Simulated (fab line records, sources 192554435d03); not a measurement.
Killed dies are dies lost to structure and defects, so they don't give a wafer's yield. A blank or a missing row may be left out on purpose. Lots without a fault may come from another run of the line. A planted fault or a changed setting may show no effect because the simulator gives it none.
A struck lot beside a sound one | flow n5_finfet | 14 steps out of a route of 1938
Sound: wafers L984.1, L984.2, L984.5. Struck: wafers L976.2, L976.3, L976.6. The cause comes at the end.
At each step with rows: each side's tool, then ch and its chambers, then its first start. Under that, the readings that differ: sound wafers | struck wafers | difference of the means | sigmas: that difference in standard deviations of wafers without a fault.
alike: readings whose means differ by less than 2 such deviations, and words and numbers that are the same on both sides. not compared: withheld readings, readings that some wafer has no value for, bounds like >300 that may hide the same value, and numbers for which the record gives no deviation and whose values overlap.
The two part at a step that has a row with sigmas, a row that says differs or no value, or rows on one side only. Numbers that don't overlap but have no deviation are shown without sigmas and don't part them. A reading that every wafer of one side lacks parts them only if that side has two wafers or more.

first, 1 step without rows for these wafers: N5_DUMMY_GATE_DESCUM_20 (chemistry O2, time 6.2 s).
N5_DUMMY_GATE_ETCH_29: etches underlayer in N2/H2, target depth 13 nm.
  sound on rie_diel-03 ch 1,3, day 6 22:04; struck on rie_diel-04 ch 0,2, day 4 21:10
  reading                     | sound             | struck            | difference | sigmas
  drypump_motor_current_A (A) | 6.1 6.3 6.3       | 5.1 5.3 5.3       | -1.0       | -2
  throttle_valve_pct (%)      | 18.06 18.28 18.26 | 17.77 17.63 17.62 | -0.53      | -2
  alike: oes_product_au, rf_vpp_V, showerhead_plenum_p_Torr
  not compared: rf_hours_counter_h
then, 4 steps without rows for these wafers: N5_DUMMY_GATE_ETCH_36 (etches SiARC in CF4, target depth 13 nm); N5_DUMMY_GATE_ETCH_37 (etches SOC in N2/H2, target depth 60 nm, overetch 30 nm); N5_DUMMY_GATE_STRIP_38 (strips in N2/H2); N5_DUMMY_GATE_STRIP_39 (strips in N2/H2).
N5_DUMMY_GATE_TRIM_49: chemistry O2, time 29 s, target cd 14 nm.
  sound on rie_si-02 ch 1,3, day 6 22:14; struck on rie_si-03 ch 0,2, day 4 21:19
  alike: drypump_motor_current_A, oes_product_au, throttle_valve_pct
  not compared: rf_hours_counter_h
N5_DUMMY_GATE_STRIP_40: strips in CF4.
  sound on rie_diel-05 ch 1,2,3, day 6 22:23; struck on rie_diel-04 ch 0,1,2, day 4 21:25
  reading               | sound          | struck         | difference | sigmas
  oes_product_au (a.u.) | 0.85 0.96 0.90 | 0.76 0.75 0.73 | -0.16      | -2
  alike: drypump_motor_current_A, rf_vpp_V, showerhead_plenum_p_Torr, throttle_valve_pct
  not compared: rf_hours_counter_h
N5_DUMMY_GATE_CD_MEAS_50: target cd 14 nm.
  sound on cd_sem-02, day 6 22:26; struck on cd_sem-01, day 4 21:28
  alike: cd_nm
N5_DUMMY_GATE_ETCH_31: etches SiO2 in C4F6/O2, target depth 82.5 nm, time 27.5 s.
  sound on rie_diel-04 ch 1,2, day 6 22:29; struck on rie_diel-04 ch 0,1,2, day 4 21:31
  alike: drypump_motor_current_A, oes_product_au, rf_vpp_V, showerhead_plenum_p_Torr, throttle_valve_pct
  not compared: rf_hours_counter_h
N5_DUMMY_GATE_STRIP_41: strips in O2.
  sound on rie_diel-04 ch 1,2, day 6 22:32; struck on rie_diel-04 ch 0,1,2, day 4 21:34
  alike: drypump_motor_current_A, oes_product_au, rf_vpp_V, showerhead_plenum_p_Torr, throttle_valve_pct
  not compared: rf_hours_counter_h
then, 1 step without rows for these wafers: N5_DUMMY_GATE_HM_OPEN_21 (chemistry CH3F/O2, target SiNx, target depth 120 nm, time 171.4 s).
N5_DUMMY_GATE_ETCH_32: etches SiO2 in CF4, target depth 3.5 nm, time 3.9 s.
  sound on rie_si-03 ch 0,2,3, day 6 22:44; struck on rie_si-02 ch 0,2, day 4 21:46
  reading                  | sound             | struck            | difference | sigmas
  oes_product_au (a.u.)    | 0.972 1.022 1.027 | 0.853 0.863 0.864 | -0.147     | -8
  model.etch.depth_nm (nm) | 3.438 3.587 3.657 | 2.587 2.627 2.637 | -0.944     |
  alike: drypump_motor_current_A, throttle_valve_pct
  not compared: rf_hours_counter_h
then, 1 step without rows for these wafers: N5_DUMMY_GATE_ETCH_23 (etches poly-Si in HBr/Cl2/O2, target depth 41 nm, time 22.3 s).

WHERE THEY PART
First at N5_DUMMY_GATE_ETCH_29; last, within this record, at N5_DUMMY_GATE_ETCH_32.

WHY: what the simulator had put in
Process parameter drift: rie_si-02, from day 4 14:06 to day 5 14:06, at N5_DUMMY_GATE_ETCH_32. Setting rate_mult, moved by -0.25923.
